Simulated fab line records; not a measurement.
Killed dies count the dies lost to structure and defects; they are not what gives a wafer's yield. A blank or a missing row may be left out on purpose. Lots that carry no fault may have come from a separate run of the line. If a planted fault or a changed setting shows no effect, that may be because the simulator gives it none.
Problem report in the 8D (eight disciplines) form, filled by code -- flow n5-finfet -- the parts of the form that need people (team, actions taken, sign-off) are left out

## 1. THE PROBLEM
Wafers without a fault read 205.00 C, standard deviation 0.15; plate-temp-C at N5_BEOL_M2_COAT_73 reads a mean of 186.52 C on 6 wafers belonging to 2 lots. That is -99 or more standard deviations from the usual mean.
The step: time 60 s, resist thk 5 nm.
The first sign was on wafer L340.1 at day 11 00:47, on litho-track-01. The record has a number at this step for 30 wafers belonging to 10 lots. The rule behind "out" and "out of limits": a value lying over 4 standard deviations away from the usual mean. All remaining wafers that have a number are taken as sound.

## 2. WHAT IT IS AND WHAT IT IS NOT
question,is,is not
which readings at this step,"plate-temp-C, heater-power-total-W",exhaust-pa
which lots,"L340, L342","L328, L330, L331, L333, L336, L345, L346, L350"
which wafers of those lots,all that have a number,-
read on which tools,litho-track-01,litho-track-02
when,from day 11 00:47,"up to then (15 sound wafers); but 9 sound wafers of L345, L346, L350 came after"

## 3. THE SUSPECTS, EACH WITH WHAT RULES IT OUT
Counting: a tool stays on the suspect list if, at a process step up to the reading, it processed all lots that are out and no sound lot following the first of them.
- litho-track-01 at N5_BEOL_M2_COAT_73 (time 60 s, resist thk 5 nm): kept. It processed each lot that is out, first L340 at day 11 00:47, and no sound lot thereafter; up to then, the last sound lot it processed was L336 at day 8 19:47. Out on those wafers are its own readings of heater-power-total-W, plate-temp-C.
Remaining after the count: litho-track-01 at N5_BEOL_M2_COAT_73.

## 4. THE CAUSE (what the simulator had put in)
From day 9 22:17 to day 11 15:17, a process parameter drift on litho-track-01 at N5_BEOL_M2_COAT_73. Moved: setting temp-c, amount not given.
The count eliminated every tool but this one.

## 5. SEQUENCE OF EFFECTS, ordered by route
Each row: a reading where the mean over the struck wafers with a number is more than 3 standard deviations away from the usual. Only readings whose record carries a usual standard deviation are examined. hours: median over the lots of the time between each lot's start at the first step of this table that gives one and its start at this step. sigmas: the change, counted in usual standard deviations.
hours,step,reading,usual,on struck wafers,change,sigmas
0,N5_BEOL_M2_COAT_73,heater-power-total-W,391.7 W,347.4,-44.3,-34
0,N5_BEOL_M2_COAT_73,plate-temp-C,205.00 C,186.52,-18.48,-99 or more
Process steps it contains:
- N5_BEOL_M2_COAT_73: time 60 s, resist thk 5 nm.
At these later measuring or inspecting steps, every struck wafer for which the step has a row has a number for every such reading, and none has moved that far: N5_BEOL_M4_RC_MEAS_101.

## 6. WHAT WOULD HAVE CAUGHT IT SOONER
First out-of-limits reading in this record: day 11 00:47, which is 26 hours after fault onset at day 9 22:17.
